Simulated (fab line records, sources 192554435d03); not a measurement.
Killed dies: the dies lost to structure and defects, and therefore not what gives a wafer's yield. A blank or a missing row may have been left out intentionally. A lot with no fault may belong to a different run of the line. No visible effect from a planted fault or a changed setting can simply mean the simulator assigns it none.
Chamber matching / flow n5Finfet / N5_BEOL_M9_ETCH_66 on rieDiel-06: 4 sister chambers
The step etches SOC in N2/H2, target depth 80 nm, overetch 16 nm, time 120 s. 20 wafers are shown with their chamber, then 10 later ones without.

## WAFERS WITH THEIR CHAMBER
wafer=L074.3; chamber=2; drypumpMotorCurrentA (A)=6.1; showerheadPlenumPTorr (Torr)=2.50; throttleValvePct (%)=17.91
wafer=L074.4; chamber=1; drypumpMotorCurrentA (A)=5.7; showerheadPlenumPTorr (Torr)=2.53; throttleValvePct (%)=18.06
wafer=L074.6; chamber=2; drypumpMotorCurrentA (A)=6.1; showerheadPlenumPTorr (Torr)=2.50; throttleValvePct (%)=17.90
wafer=L077.3; chamber=0; drypumpMotorCurrentA (A)=5.2; showerheadPlenumPTorr (Torr)=2.44; throttleValvePct (%)=17.57
wafer=L077.4; chamber=2; drypumpMotorCurrentA (A)=6.0; showerheadPlenumPTorr (Torr)=2.50; throttleValvePct (%)=17.93
wafer=L077.6; chamber=1; drypumpMotorCurrentA (A)=5.7; showerheadPlenumPTorr (Torr)=2.52; throttleValvePct (%)=18.07
wafer=L078.2; chamber=2; drypumpMotorCurrentA (A)=6.1; showerheadPlenumPTorr (Torr)=2.49; throttleValvePct (%)=17.93
wafer=L078.3; chamber=3; drypumpMotorCurrentA (A)=6.2; showerheadPlenumPTorr (Torr)=2.58; throttleValvePct (%)=17.78
wafer=L078.6; chamber=3; drypumpMotorCurrentA (A)=6.2; showerheadPlenumPTorr (Torr)=2.58; throttleValvePct (%)=17.78
wafer=L080.4; chamber=0; drypumpMotorCurrentA (A)=5.2; showerheadPlenumPTorr (Torr)=2.44; throttleValvePct (%)=17.53
wafer=L080.5; chamber=0; drypumpMotorCurrentA (A)=5.2; showerheadPlenumPTorr (Torr)=2.44; throttleValvePct (%)=17.56
wafer=L080.6; chamber=1; drypumpMotorCurrentA (A)=5.7; showerheadPlenumPTorr (Torr)=2.52; throttleValvePct (%)=18.07
wafer=L083.1; chamber=3; drypumpMotorCurrentA (A)=6.2; showerheadPlenumPTorr (Torr)=2.58; throttleValvePct (%)=17.81
wafer=L083.4; chamber=0; drypumpMotorCurrentA (A)=5.2; showerheadPlenumPTorr (Torr)=2.44; throttleValvePct (%)=17.56
wafer=L083.6; chamber=1; drypumpMotorCurrentA (A)=5.7; showerheadPlenumPTorr (Torr)=2.52; throttleValvePct (%)=18.09
wafer=L085.1; chamber=0; drypumpMotorCurrentA (A)=5.2; showerheadPlenumPTorr (Torr)=2.44; throttleValvePct (%)=17.57
wafer=L085.2; chamber=1; drypumpMotorCurrentA (A)=5.7; showerheadPlenumPTorr (Torr)=2.52; throttleValvePct (%)=18.10
wafer=L085.3; chamber=3; drypumpMotorCurrentA (A)=6.2; showerheadPlenumPTorr (Torr)=2.58; throttleValvePct (%)=17.82
wafer=L086.2; chamber=1; drypumpMotorCurrentA (A)=5.7; showerheadPlenumPTorr (Torr)=2.52; throttleValvePct (%)=18.09
wafer=L086.3; chamber=0; drypumpMotorCurrentA (A)=5.2; showerheadPlenumPTorr (Torr)=2.43; throttleValvePct (%)=17.58

SIGNATURES, as means of the wafers listed above
reading=drypumpMotorCurrentA; chamber 0=5.200; chamber 1=5.700; chamber 2=6.075; chamber 3=6.200; scatter within a chamber=0.0217
reading=showerheadPlenumPTorr; chamber 0=2.4383; chamber 1=2.5217; chamber 2=2.4975; chamber 3=2.5800; scatter within a chamber=0.00389
reading=throttleValvePct; chamber 0=17.5617; chamber 1=18.0800; chamber 2=17.9175; chamber 3=17.7975; scatter within a chamber=0.017
Rule: for a wafer and a chamber, the distance is found by dividing, reading by reading, the gap between the wafer's reading and the chamber's mean by the reading's scatter, squaring, summing and taking the root. The wafer belongs to the nearest chamber; if the next one is less than 2 further off, it can't be placed. The scatter: take each reading less its chamber's mean, square it, sum over the shown wafers, divide by the number of wafers less the number of chambers, and take the root.

## WAFERS MISSING THEIR CHAMBER
wafer=L086.4; drypumpMotorCurrentA (A)=6.1; showerheadPlenumPTorr (Torr)=2.49; throttleValvePct (%)=17.60
wafer=L093.1; drypumpMotorCurrentA (A)=5.2; showerheadPlenumPTorr (Torr)=2.43; throttleValvePct (%)=17.61
wafer=L093.3; drypumpMotorCurrentA (A)=5.7; showerheadPlenumPTorr (Torr)=2.51; throttleValvePct (%)=18.11
wafer=L093.4; drypumpMotorCurrentA (A)=6.1; showerheadPlenumPTorr (Torr)=2.49; throttleValvePct (%)=17.63
wafer=L092.1; drypumpMotorCurrentA (A)=6.1; showerheadPlenumPTorr (Torr)=2.49; throttleValvePct (%)=17.61
wafer=L092.2; drypumpMotorCurrentA (A)=5.2; showerheadPlenumPTorr (Torr)=2.43; throttleValvePct (%)=17.60
wafer=L092.3; drypumpMotorCurrentA (A)=5.7; showerheadPlenumPTorr (Torr)=2.51; throttleValvePct (%)=18.11
wafer=L095.2; drypumpMotorCurrentA (A)=5.7; showerheadPlenumPTorr (Torr)=2.51; throttleValvePct (%)=18.12
wafer=L095.5; drypumpMotorCurrentA (A)=5.7; showerheadPlenumPTorr (Torr)=2.51; throttleValvePct (%)=18.13
wafer=L095.6; drypumpMotorCurrentA (A)=5.2; showerheadPlenumPTorr (Torr)=2.43; throttleValvePct (%)=17.60

## WHICH CHAMBER EACH WENT THROUGH
wafer=L086.4; from the rows above=2; in truth=2
wafer=L093.1; from the rows above=0; in truth=0
wafer=L093.3; from the rows above=1; in truth=1
wafer=L093.4; from the rows above=2; in truth=2
wafer=L092.1; from the rows above=2; in truth=2
wafer=L092.2; from the rows above=0; in truth=0
wafer=L092.3; from the rows above=1; in truth=1
wafer=L095.2; from the rows above=1; in truth=1
wafer=L095.5; from the rows above=1; in truth=1
wafer=L095.6; from the rows above=0; in truth=0
Correctly placed: 10 of 10. Number that these rows cannot place: 0. Number placed wrongly: 0.
